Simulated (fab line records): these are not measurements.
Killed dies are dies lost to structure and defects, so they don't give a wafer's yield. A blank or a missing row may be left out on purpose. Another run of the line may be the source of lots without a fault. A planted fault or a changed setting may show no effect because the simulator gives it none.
fab line records ; flow n5_finfet
record lots=11; wafers=27; last_day=18
route steps=1938 shown BEOL_M11@1569 BEOL_M12@1602
lots that met no fault: from a run of the same line without faults
start_h: hours from the record's opening day to when the first of the lot's shown wafers began ; wait_h: how many hours have passed since the lot's step before this one ; " as in the row above ; L1.1+2: several wafers, shown together as one row ; - no value, or no start was given ; * or withheld: withheld ; < > ~ a bound
route shown NAME@n: NAME is a module with steps in the file, n the number in the route of the first one ; usual: the fault-free wafers' mean and standard deviation ; same: alike in all rows ; chamber/n: place in a boat ; sites: readings site by site ; _std_site: the standard deviation of these ; _edge_site: outer sites' mean less inner sites' ; radius_mm: for every site, how far away it sits from the centre of the wafer ; mask NAME#n: copy n ; behind: the last tool/chamber to shape the wafer ; hold: why the lot went on hold/how many hours it stayed there/how the hold came to an end ; device: the transistor (n, p or np) that didn't switch ; end of line: the same wafers' tests at the end of the route ; step lacking rows: just its recipe ; killed: count of dies lost to structure and defects at first sort (not the wafer's yield) ; map: a wafer's dies, marking killed ones x, the rest . and places with no die _
set.NAME: the setting the step ran with; set.NAME@STEP: the setting that earlier step ran with ; model.NAME: the simulator's own value behind a step, which no gauge read
the route's steps for a sample of lots (tables are steps, rows are wafers)
services: a tool's chamber out of use, with start hour (start_h, from the record's first day; less than 0 if before it), hours out, and reason
## steps
# step N5_BEOL_M11_OVL_MEAS_29
# recipe points_per_wafer=44
# usual V10_OVL=-0.1/0.68
# same points_per_wafer=44
lot.wafer;tool;chamber;start_h;wait_h;V10_OVL[nm]
L512.4;overlay-02;0;231.94;0.0;0.0
L512.6;overlay-02;0;231.94;0.0;0.0
L514.2;overlay-02;0;267.01;0.0;0.7
L514.3;overlay-02;0;267.01;0.0;-1.1
L517.3;overlay-02;0;269.23;0.0;-0.1
L517.4;overlay-02;0;269.23;0.0;1.5
L517.6;overlay-02;0;269.23;0.0;1.7
L519.2;overlay-01;0;269.40;0.0;-0.2
L519.3;overlay-01;0;269.40;0.0;1.5
L519.5;overlay-01;0;269.40;0.0;-0.1
L518.1;overlay-01;0;270.92;0.0;-0.3
L518.3;overlay-01;0;270.92;0.0;-0.2
L518.4;overlay-01;0;270.92;0.0;0.3
L522.2;overlay-01;0;303.04;0.0;0.6
L522.4;overlay-01;0;303.04;0.0;-0.1
L522.6;overlay-01;0;303.04;0.0;-0.3
L523.2;overlay-02;0;316.06;0.0;-1.4
L523.6;overlay-02;0;316.06;0.0;-0.4
L524.2;overlay-01;0;320.33;0.0;1.9
L524.6;overlay-01;0;320.33;0.0;1.4
L533.2;overlay-02;0;374.56;0.0;0.7
L533.4;overlay-02;0;374.56;0.0;-0.5
L534.4;overlay-01;0;383.11;0.0;0.7
L534.5;overlay-01;0;383.11;0.0;1.1
L534.6;overlay-01;0;383.11;0.0;0.5
L535.2;overlay-01;0;386.81;0.0;-0.8
L535.4;overlay-01;0;386.81;0.0;-0.5
# step N5_BEOL_M12_ILD_DEP_00
# recipe material=SiOC; target_thk_a=6589.2; temp_c=350; precursor=DEMS/O2; pressure_torr=5; rf_w=500; time_s=130.7
# usual heater_power_outer_w=260/51; heater_power_w=476/67; showerhead_plenum_p_Torr=5.696/0.017; throttle_valve_pct=12.0/0.43
lot.wafer;tool;chamber;start_h;wait_h;heater_power_outer_w;heater_power_w;showerhead_plenum_p_Torr;throttle_valve_pct
L512.4;pecvd-01;0;236.82;0.1;254;498;5.727;11.3
L512.6;pecvd-01;2;236.82;0.1;275;518;5.679;11.5
L514.2;pecvd-03;0;270.83;0.0;264;439;5.696;12.1
L514.3;pecvd-03;2;270.83;0.0;253;447;5.678;11.4
L517.3;pecvd-03;1;272.71;0.0;257;487;5.676;12.4
L517.4;pecvd-03;1;272.71;0.0;273;493;5.656;12.5
L517.6;pecvd-03;2;272.71;0.0;181;353;5.682;11.2
L519.2;pecvd-04;2;272.85;0.0;245;507;5.702;11.7
L519.3;pecvd-04;0;272.85;0.0;348;561;5.697;11.5
L519.5;pecvd-04;2;272.85;0.0;265;538;5.710;11.7
L518.1;pecvd-03;0;273.81;0.0;269;469;5.678;11.9
L518.3;pecvd-03;0;273.81;0.0;203;363;5.696;12.2
L518.4;pecvd-03;1;273.81;0.0;208;420;5.667;12.3
L522.2;pecvd-03;1;306.89;0.0;280;520;5.674;12.4
L522.4;pecvd-03;0;306.89;0.0;244;417;5.686;11.8
L522.6;pecvd-03;1;306.89;0.0;284;520;5.671;12.4
L523.2;pecvd-03;2;323.29;0.0;243;430;5.687;11.6
L523.6;pecvd-03;2;323.29;0.0;248;437;5.697;11.8
L524.2;pecvd-03;2;325.10;0.0;246;435;5.688;11.6
L524.6;pecvd-03;1;325.10;0.0;207;425;5.667;12.2
L533.2;pecvd-04;0;377.35;0.0;334;527;5.693;11.7
L533.4;pecvd-04;0;377.35;0.0;339;549;5.699;12.0
L534.4;pecvd-04;2;386.60;0.1;262;535;5.711;11.9
L534.5;pecvd-04;2;386.60;0.1;277;534;5.697;12.3
L534.6;pecvd-04;0;386.60;0.1;305;492;5.693;11.9
L535.2;pecvd-01;1;390.32;0.0;314;554;5.712;11.4
L535.4;pecvd-01;0;390.32;0.0;240;486;5.718;11.5
# step N5_BEOL_M12_THK_MEAS_01
# recipe reads=SiOC_of_BEOL_M12_ILD_DEP_00
# usual M12_ILD_THK=656/8.4
lot.wafer;tool;chamber;start_h;wait_h;M12_ILD_THK[nm]
L512.4;film_metro-02;-;236.91;0.0;654
L512.6;film_metro-02;-;236.91;0.0;655
L514.2;film_metro-01;-;270.97;0.1;661
L514.3;film_metro-01;-;270.97;0.1;659
L517.3;film_metro-02;-;272.84;0.1;648
L517.4;film_metro-02;-;272.84;0.1;660
L517.6;film_metro-02;-;272.84;0.1;676
L519.2;film_metro-02;-;272.98;0.1;650
L519.3;film_metro-02;-;272.98;0.1;645
L519.5;film_metro-02;-;272.98;0.1;672
L518.1;film_metro-02;-;273.99;0.1;647
L518.3;film_metro-02;-;273.99;0.1;647
L518.4;film_metro-02;-;273.99;0.1;652
L522.2;film_metro-02;-;307.03;0.1;719
L522.4;film_metro-02;-;307.03;0.1;662
L522.6;film_metro-02;-;307.03;0.1;658
L523.2;film_metro-02;-;323.42;0.1;735
L523.6;film_metro-02;-;323.42;0.1;659
L524.2;film_metro-01;-;325.23;0.1;732
L524.6;film_metro-01;-;325.23;0.1;654
L533.2;film_metro-02;-;377.49;0.1;651
L533.4;film_metro-02;-;377.49;0.1;659
L534.4;film_metro-01;-;386.73;0.1;655
L534.5;film_metro-01;-;386.73;0.1;650
L534.6;film_metro-01;-;386.73;0.1;662
L535.2;film_metro-01;-;390.45;0.1;658
L535.4;film_metro-01;-;390.45;0.1;652
# step N5_BEOL_M12_INSPECT_12
# recipe mode=adi; inspect_instrument=macro
# usual raw_defect_count=1.8/1.3
lot.wafer;tool;chamber;start_h;wait_h;raw_defect_count
L512.4;defect_inspect-01;-;237.39;0.0;3
L512.6;defect_inspect-01;-;237.39;0.0;2
L514.2;defect_inspect-02;-;271.45;0.0;2
L514.3;defect_inspect-02;-;271.45;0.0;2
L517.3;defect_inspect-02;-;273.23;0.0;0
L517.4;defect_inspect-02;-;273.23;0.0;2
L517.6;defect_inspect-02;-;273.23;0.0;4
L519.2;defect_inspect-02;-;273.46;0.0;0
L519.3;defect_inspect-02;-;273.46;0.0;0
L519.5;defect_inspect-02;-;273.46;0.0;1
L518.1;defect_inspect-01;-;274.47;0.0;2
L518.3;defect_inspect-01;-;274.47;0.0;0
L518.4;defect_inspect-01;-;274.47;0.0;2
L522.2;defect_inspect-02;-;307.51;0.0;2
L522.4;defect_inspect-02;-;307.51;0.0;5
L522.6;defect_inspect-02;-;307.51;0.0;2
L523.2;defect_inspect-02;-;323.78;0.0;0
L523.6;defect_inspect-02;-;323.78;0.0;0
L524.2;defect_inspect-02;-;325.59;0.0;1
L524.6;defect_inspect-02;-;325.59;0.0;1
L533.2;defect_inspect-01;-;377.97;0.0;6
L533.4;defect_inspect-01;-;377.97;0.0;1
L534.4;defect_inspect-02;-;387.22;0.0;2
L534.5;defect_inspect-02;-;387.22;0.0;1
L534.6;defect_inspect-02;-;387.22;0.0;0
L535.2;defect_inspect-02;-;390.94;0.0;1
L535.4;defect_inspect-02;-;390.94;0.0;1
# step N5_BEOL_M12_ETCH_59
# recipe chemistry=N2/H2; target=BARC; target_depth_a=890; overetch_a=267; time_s=67.9; ion_energy_ev=200; pressure_mtorr=30; source_w=840; bias_w=150; n2_flow_sccm=200; h2_flow_sccm=200
# usual drypump_motor_current_A=5.7/0.42; oes_product_au=0.71/0.064; rf_vpp_V=524.8/2.2; showerhead_plenum_p_Torr=2.57/0.071; throttle_valve_pct=17.75/0.2
lot.wafer;tool;chamber;start_h;wait_h;drypump_motor_current_A;oes_product_au;rf_hours_counter_h;rf_vpp_V;showerhead_plenum_p_Torr;throttle_valve_pct
L512.4;rie_diel-04;0;237.48;0.0;5.3;0.80;-;525.3;2.59;17.65
L512.6;rie_diel-04;2;237.48;0.0;5.9;0.68;-;527.2;2.65;17.80
L514.2;rie_diel-04;1;271.67;0.0;5.4;0.81;8;526.4;2.62;17.91
L514.3;rie_diel-04;2;271.67;0.0;5.8;0.67;144;526.4;2.64;17.86
L517.3;rie_diel-05;0;273.30;0.0;5.4;0.73;45;521.9;2.50;17.97
L517.4;rie_diel-05;1;273.30;0.0;6.1;0.72;-;524.6;2.58;17.55
L517.6;rie_diel-05;2;273.30;0.0;5.7;0.63;-;525.0;2.67;18.11
L519.2;rie_diel-06;2;273.84;0.0;6.4;0.76;45;524.8;2.57;17.53
L519.3;rie_diel-06;3;273.84;0.0;5.7;0.71;53;523.7;2.59;17.59
L519.5;rie_diel-06;1;273.84;0.0;6.5;0.77;-;524.1;2.58;17.40
L518.1;rie_diel-06;2;274.54;0.0;6.4;0.76;46;524.5;2.57;17.52
L518.3;rie_diel-06;0;274.54;0.0;5.4;0.56;241;519.5;2.38;17.91
L518.4;rie_diel-06;1;274.54;0.0;6.5;0.77;32;527.1;2.58;17.40
L522.2;rie_diel-04;0;307.58;0.0;5.3;0.75;39;524.1;2.57;17.70
L522.4;rie_diel-04;1;307.58;0.0;5.4;0.77;22;525.4;2.62;17.93
L522.6;rie_diel-04;3;307.58;0.0;5.4;0.79;-;524.7;2.49;17.72
L523.2;rie_diel-04;3;323.84;0.0;5.4;0.77;16;522.8;2.48;17.72
L523.6;rie_diel-04;2;323.84;0.0;5.8;0.65;-;526.8;2.63;17.89
L524.2;rie_diel-06;0;325.73;0.0;5.4;0.84;2;529.1;2.70;17.53
L524.6;rie_diel-06;3;325.73;0.0;5.7;0.68;-;524.0;2.58;17.64
L533.2;rie_diel-04;3;378.04;0.0;5.4;0.74;38;522.4;2.47;17.77
L533.4;rie_diel-04;0;378.04;0.0;5.3;0.72;60;525.0;2.56;17.73
L534.4;rie_diel-06;1;387.29;0.0;6.5;0.72;68;524.0;2.56;17.46
L534.5;rie_diel-06;0;387.29;0.0;5.3;0.80;-;527.7;2.69;17.56
L534.6;rie_diel-06;1;387.29;0.0;6.5;0.72;-;525.1;2.56;17.48
L535.2;rie_diel-05;0;391.01;0.0;5.4;0.69;91;522.0;2.48;18.05
L535.4;rie_diel-05;3;391.01;0.0;6.2;0.78;26;522.9;2.50;17.89
# step N5_BEOL_M12_STRIP_63
# recipe chemistry=N2/H2; power_w=1000; temp_c=250; h2_frac=0.65; overash_fraction=0.3; pressure_mtorr=1000; n2_flow_sccm=1750; h2_flow_sccm=3250
# usual drypump_motor_current_A=5.7/0.51; heater_power_w=347/19; oes_product_au=0.693/0.0045; strip_time_to_endpoint_s=42.6/0.98
# same overash_fraction=0.3
lot.wafer;tool;chamber;start_h;wait_h;drypump_motor_current_A;heater_power_w;oes_product_au;rf_hours_counter_h;strip_time_to_endpoint_s
L512.4;plasma_asher-01;1;237.73;-;6.5;331;0.691;-;42.2
L512.6;plasma_asher-01;0;237.73;-;5.1;374;0.698;-;43.0
L514.2;plasma_asher-01;0;271.92;-;5.1;387;0.698;81;42.9
L514.3;plasma_asher-01;1;271.92;-;6.4;344;0.693;-;43.1
L517.3;plasma_asher-01;0;273.73;-;5.1;387;0.693;-;44.9
L517.4;plasma_asher-01;1;273.73;-;6.4;336;0.687;-;42.8
L517.6;plasma_asher-01;1;273.73;-;6.4;335;0.689;-;41.6
L519.2;plasma_asher-01;1;276.71;-;6.4;339;0.684;82;43.6
L519.3;plasma_asher-01;1;276.71;-;6.4;334;0.694;-;43.4
L519.5;plasma_asher-01;0;276.71;-;5.1;374;0.695;-;40.9
L518.1;plasma_asher-01;0;276.89;-;5.1;371;0.689;82;43.7
L518.3;plasma_asher-01;1;276.89;-;6.4;339;0.692;-;44.7
L518.4;plasma_asher-01;0;276.89;-;5.1;376;0.690;-;42.6
L522.2;plasma_asher-01;1;307.83;-;6.3;337;0.685;90;37.3
L522.4;plasma_asher-01;1;307.83;-;6.4;340;0.696;-;41.9
L522.6;plasma_asher-01;0;307.83;-;5.1;367;0.691;-;41.7
L523.2;plasma_asher-01;0;324.10;-;5.1;366;0.678;92;35.7
L523.6;plasma_asher-01;1;324.10;-;6.4;344;0.696;-;42.9
L524.2;plasma_asher-01;0;325.98;-;5.1;373;0.688;93;36.3
L524.6;plasma_asher-01;1;325.98;-;6.4;340;0.693;-;41.9
L533.2;plasma_asher-02;1;378.29;-;5.5;346;0.696;138;41.2
L533.4;plasma_asher-02;1;378.29;-;5.5;350;0.688;-;41.6
L534.4;plasma_asher-02;1;387.56;-;5.5;339;0.692;-;42.6
L534.5;plasma_asher-02;0;387.56;-;5.8;324;0.697;-;43.9
L534.6;plasma_asher-02;1;387.56;-;5.4;347;0.699;-;42.1
L535.2;plasma_asher-02;0;391.26;-;5.8;323;0.692;142;44.1
L535.4;plasma_asher-02;0;391.26;-;5.7;333;0.696;-;42.8
## services
tool;chamber;start_h;hours;kind
rie_diel-05;-;218.37;0.1;repair
rie_diel-04;1;229.60;-;clean
rie_diel-04;1;229.60;-;consumable_replace:focus_ring
rie_diel-04;1;229.60;21.3;scheduled_down
rie_diel-04;1;229.60;21.3;vent_cycle
pecvd-03;0;237.39;5.5;scheduled_down
rie_diel-05;3;242.46;40.9;repair
pecvd-03;0;243.03;4.9;repair
pecvd-01;2;245.23;12.9;repair
plasma_asher-02;-;245.84;33.9;repair
rie_diel-04;3;250.90;-;clean
rie_diel-04;3;250.90;-;consumable_replace:focus_ring
rie_diel-04;3;250.90;25.0;scheduled_down
rie_diel-04;3;250.90;25.0;vent_cycle
rie_diel-04;1;252.29;3.0;repair
pecvd-03;2;273.09;2.1;scheduled_down
rie_diel-06;2;275.94;2.5;repair
rie_diel-06;0;300.33;-;clean
rie_diel-06;0;300.33;-;consumable_replace:focus_ring
rie_diel-06;0;300.33;-;consumable_replace:showerhead
rie_diel-06;0;300.33;15.9;scheduled_down
pecvd-01;1;303.86;4.9;repair
plasma_asher-02;-;346.46;2.8;pm
pecvd-04;-;372.50;1.2;repair
## key
first_sign step=N5_BEOL_M12_THK_MEAS_01; reading=M12_ILD_THK; direction=up; sigmas=8.7; usual=656; struck=729
effect step=N5_BEOL_M12_STRIP_63; reading=strip_time_to_endpoint_s; direction=down; sigmas=6.3; usual=*; struck=*
met_at N5_BEOL_M12_ILD_DEP_00
struck_lots L522,L523,L524
struck_wafers L522.2,L523.2,L524.2
not_acting_at N5_BEOL_M11_OVL_MEAS_29,N5_BEOL_M12_INSPECT_12,N5_BEOL_M12_ETCH_59
onset_between 273.81 306.89
fault kind=process_parameter_drift; tool=pecvd-03; chamber=-; onset_h=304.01; steps=N5_BEOL_M12_ILD_DEP_00; channel=target_thk_a; offset=*; shape=step; end_h=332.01; scope=struck_wafers_only; acts_in=*; stated=*
